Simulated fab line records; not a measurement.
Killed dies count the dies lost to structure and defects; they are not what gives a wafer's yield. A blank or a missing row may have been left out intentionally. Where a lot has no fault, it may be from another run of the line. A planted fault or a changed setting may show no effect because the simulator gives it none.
A struck lot beside a sound one | flow n5_finfet | 18 out of 1938 route steps
Sound: these wafers, L258.1, L258.3, L258.4. The struck wafers were L268.1, L268.2, L268.4. The cause comes at the end.
Order at every step that has rows: each side's tool, ch and its chambers, its first start. Under that, the readings that differ: sound wafers | struck wafers | difference of the means | sigmas: that difference in standard deviations of wafers without a fault.
alike: a reading whose means differ by less than 2 such deviations, as well as words and numbers matching on both sides. not compared: withheld readings; readings where some wafer has no value; bounds like >300 that might hide an equal value; numbers whose values overlap and for which the record gives no deviation.
Wherever a step has rows on one side only, a row that says differs or no value, or a row with sigmas, the two part there. Numbers that don't overlap but have no deviation are shown without sigmas and don't part them. A reading missing from all wafers of one side parts the sides only when that side holds two or more wafers.

N5_BEOL_M4_ANNEAL_95: time 240 s.
  sound: pvd_sputter-03 at day 7 22:52; struck: pvd_sputter-01 at day 9 21:34
  alike: heater_power_w
then, 4 steps without rows for these wafers: N5_BEOL_M4_SPUTTER_96 (material Cu, target thk 4.5 nm, time 8.29 s); N5_BEOL_M4_ECD_50 (material Cu, target thk 300 nm); N5_BEOL_M4_ANNEAL_51 (time 90 s); N5_BEOL_M4_CMP_52 (polishes, stops on SiOC, t overpolish 6.8 s, target thk 40 nm).
N5_BEOL_M4_THK_MEAS_53: measures by xrf.
  sound: film_metro-02 at day 7 23:47; struck: film_metro-01 at day 9 22:30
  alike: M4_THK
N5_BEOL_M4_PRE_CLEAN_60: time 15 s.
  sound on cvd_co-01 ch 0,1,2, day 7 23:50; struck on cvd_co-01 ch 0,2, day 9 22:32
  alike: heater_power_outer_w, heater_power_w
then, 2 steps without rows for these wafers: N5_BEOL_M4_CO_CAP_55 (material Co, precursor CCTBA/H2, target thk 2 nm, time 102.1 s); N5_BEOL_M4_PRE_CLEAN_56 (time 15 s).
N5_BEOL_M4_DEP_57: deposits SiCN from 3MS/NH3, target thk 8 nm, time 14 s.
  sound on pecvd-01 ch 0,1, day 7 23:59; struck on pecvd-03 ch 0,2, day 9 22:41
  alike: showerhead_plenum_p_Torr, showerhead_vpp_V, throttle_valve_pct
N5_BEOL_M4_RS_MEAS_58: measurement is done with a four-point probe.
  sound: film_metro-02 at day 8 00:03; struck: film_metro-02 at day 9 22:46
  alike: M4_RS
N5_BEOL_M4_INSPECT_59: inspects for defects (darkfield).
  sound: defect_inspect-02 at day 8 00:05; struck: defect_inspect-02 at day 9 22:48
  alike: raw_defect_count
N5_BEOL_M4_RC_MEAS_101:
  sound on prober-01 ch 0, day 8 00:06; struck on prober-02 ch 0, day 9 22:49
  alike: DIBL_N, DIBL_P, IOFF_N, IOFF_P, ION_N, ION_P, SS_N, SS_P, VT_N, VT_P
N5_BEOL_M5_ILD_DEP_00: deposits SiCOH lowk from DEMS/porogen, target thk 140.64 nm, time 25.9 s.
  sound on pecvd-04 ch 0,2, day 8 01:04; struck on pecvd-02 ch 0,1, day 9 23:47
  alike: heater_power_outer_w, heater_power_w, showerhead_plenum_p_Torr, showerhead_vpp_V, throttle_valve_pct
N5_BEOL_M5_CURE_79: cures SiCOH lowk, time 240 s.
  sound on uv_cure-02 ch 0, day 8 01:08; struck on uv_cure-03 ch 1, day 9 23:52
  alike: lamp_power_pct, wafer_temp_C_max
N5_BEOL_M5_THK_MEAS_01:
  sound: film_metro-02 at day 8 01:38; struck: film_metro-01 at day 10 00:23
  reading         | sound             | struck           | difference | sigmas
  M5_ILD_THK (nm) | 121.1 121.7 123.4 | 97.3 100.9 100.2 | -22.6      | -13
N5_BEOL_M5_PECVD_70: deposits SiO2 from TEOS/O2, target thk 16 nm, time 18 s.
  sound on pecvd-01 ch 0,2, day 8 01:41; struck on pecvd-01 ch 0,1,2, day 10 00:25
  alike: heater_power_outer_w, heater_power_w, showerhead_plenum_p_Torr, showerhead_vpp_V, throttle_valve_pct
-- a jump in the record: the struck wafers' starts before and after are 4 days apart (it breaks off in module BEOL_M5 and resumes in module PASSIVATION, where the first step shown is number 1936 of the route) --
N5_PASSIVATION_PROBE_49:
  the record has rows for the struck wafers here (prober-02, day 14 06:31) and none for the sound ones

## WHERE THEY PART
Earliest at N5_BEOL_M5_THK_MEAS_01; latest, in this record, at N5_PASSIVATION_PROBE_49.

WHY: what had been put in by the simulator
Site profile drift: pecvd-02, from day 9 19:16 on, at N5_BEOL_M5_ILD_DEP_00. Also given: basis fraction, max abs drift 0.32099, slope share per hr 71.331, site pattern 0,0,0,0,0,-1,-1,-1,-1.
